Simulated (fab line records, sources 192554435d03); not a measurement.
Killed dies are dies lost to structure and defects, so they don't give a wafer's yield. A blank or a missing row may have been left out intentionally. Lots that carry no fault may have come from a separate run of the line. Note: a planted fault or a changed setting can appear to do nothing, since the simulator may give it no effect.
Matching of chambers | flow n5 finfet | 4 sister chambers for N5_BEOL_M6_VIA_ETCH_34 on rie diel-01
The step etches SiCOH lowk in C4F6/O2, target depth 126.3 nm, time 50.9 s. 4 wafers are shown with their chamber, then 7 later ones without.

WAFERS PAIRED WITH THEIR CHAMBERS
wafer  | chamber | throttle valve pct (%)
L373.5 | 0       | 20.69
L378.6 | 3       | 20.62
L386.1 | 2       | 21.45
L386.3 | 1       | 21.03

WAFERS MISSING THEIR CHAMBER
wafer  | throttle valve pct (%)
L386.5 | 21.02
L387.1 | 21.02
L387.3 | 20.72
L387.5 | 20.73
L389.2 | 20.73
L389.4 | 21.44
L389.6 | 20.73

CHAMBER TAKEN BY EACH
wafer  | from the rows above | in truth
L386.5 | 1                   | 1
L387.1 | 1                   | 1
L387.3 | 0                   | 0
L387.5 | 0                   | 0
L389.2 | 0                   | 0
L389.4 | 2                   | 2
L389.6 | 0                   | 0
7 of 7 placed correctly. Number that these rows cannot place: 0. Placed wrongly: 0.
How it was worked out, from the rows above alone: a wafer's distance from a chamber is the root of the sum, over the readings, of the square of ((its reading less the chamber's mean) divided by the reading's scatter). The wafer belongs to the nearest chamber; if the next one is less than 2 further off, it can't be placed. A chamber's mean is the mean of its shown wafers. The scatter: with one shown wafer a chamber, the root of the mean of the squares of how far each hidden wafer lies from its nearest shown one.
